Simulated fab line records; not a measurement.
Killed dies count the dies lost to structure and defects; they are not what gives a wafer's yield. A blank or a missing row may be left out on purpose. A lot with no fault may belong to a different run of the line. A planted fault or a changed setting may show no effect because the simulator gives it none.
Chamber matching    flow n5Finfet    4 sister chambers for N5_GATE_CUT_ETCH_28 on rieDiel-03
The step etches underlayer in N2/H2, target depth 13 nm, time 10.4 s. 24 wafers are shown with their chamber, then 12 later ones without.

WAFERS, EACH WITH ITS CHAMBER
wafer   chamber  throttleValvePct (%)  showerheadPlenumPTorr (Torr)  oesProductAu (a.u.)
L075.2  0        18.26                 2.54                          0.64
L075.3  3        17.74                 2.68                          0.73
L075.5  1        18.22                 2.63                          0.61
L076.1  0        18.27                 2.54                          0.64
L076.2  1        18.21                 2.63                          0.60
L076.4  2        17.77                 2.59                          0.76
L077.4  2        17.77                 2.59                          0.76
L077.5  2        17.77                 2.59                          0.76
L077.6  1        18.24                 2.63                          0.61
L078.2  0        18.28                 2.54                          0.63
L078.3  1        18.24                 2.63                          0.60
L078.6  1        18.23                 2.63                          0.60
L079.2  3        17.75                 2.68                          0.72
L079.3  1        18.23                 2.63                          0.60
L079.4  2        17.78                 2.59                          0.76
L083.4  0        18.29                 2.53                          0.63
L083.5  1        18.24                 2.62                          0.60
L083.6  0        18.28                 2.53                          0.63
L085.1  2        17.79                 2.59                          0.74
L085.4  0        18.26                 2.53                          0.62
L085.5  3        17.77                 2.67                          0.70
L086.1  3        17.79                 2.67                          0.70
L086.4  3        17.78                 2.67                          0.70
L086.6  0        18.30                 2.53                          0.61

SIGNATURES (means of the wafers above)
reading                chamber 0  chamber 1  chamber 2  chamber 3  scatter within a chamber
throttleValvePct       18.2771    18.2300    17.7760    17.7660    0.0145
showerheadPlenumPTorr  2.5343     2.6286     2.5900     2.6740     0.00434
oesProductAu           0.6286     0.6029     0.7560     0.7100     0.00987
Rule: a wafer's distance from a chamber is the root of the sum, over the readings, of the square of ((its reading less the chamber's mean) divided by the reading's scatter). The wafer belongs to the nearest chamber; if the next one is less than 2 further off, it can't be placed. The scatter: the root of (the sum of the squares of (reading less its chamber's mean) over the shown wafers, divided by (wafers less chambers)).

WAFERS WITH NO CHAMBER GIVEN
wafer   throttleValvePct (%)  showerheadPlenumPTorr (Torr)  oesProductAu (a.u.)
L090.1  18.32                 2.53                          0.62
L090.2  17.79                 2.67                          0.69
L090.3  17.78                 2.62                          0.84
L091.1  17.79                 2.62                          0.85
L091.3  18.31                 2.53                          0.62
L091.6  18.30                 2.53                          0.62
L093.1  17.79                 2.62                          0.81
L093.4  17.81                 2.67                          0.69
L093.6  17.83                 2.58                          0.71
L095.2  17.80                 2.62                          0.80
L095.4  18.33                 2.52                          0.60
L095.5  18.32                 2.52                          0.60

WHICH CHAMBER EACH ONE RAN IN
wafer    from the rows above   in truth
L090.1   0                     0
L090.2   3                     3
L090.3   2                     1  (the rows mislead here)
L091.1   2                     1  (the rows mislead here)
L091.3   0                     0
L091.6   0                     0
L093.1   2                     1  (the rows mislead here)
L093.4   3                     3
L093.6   2                     2
L095.2   2                     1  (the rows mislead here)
L095.4   0                     0
L095.5   0                     0
Correct placement for 8 of the 12. Can't be placed from these rows: 0. Number placed wrongly: 4.
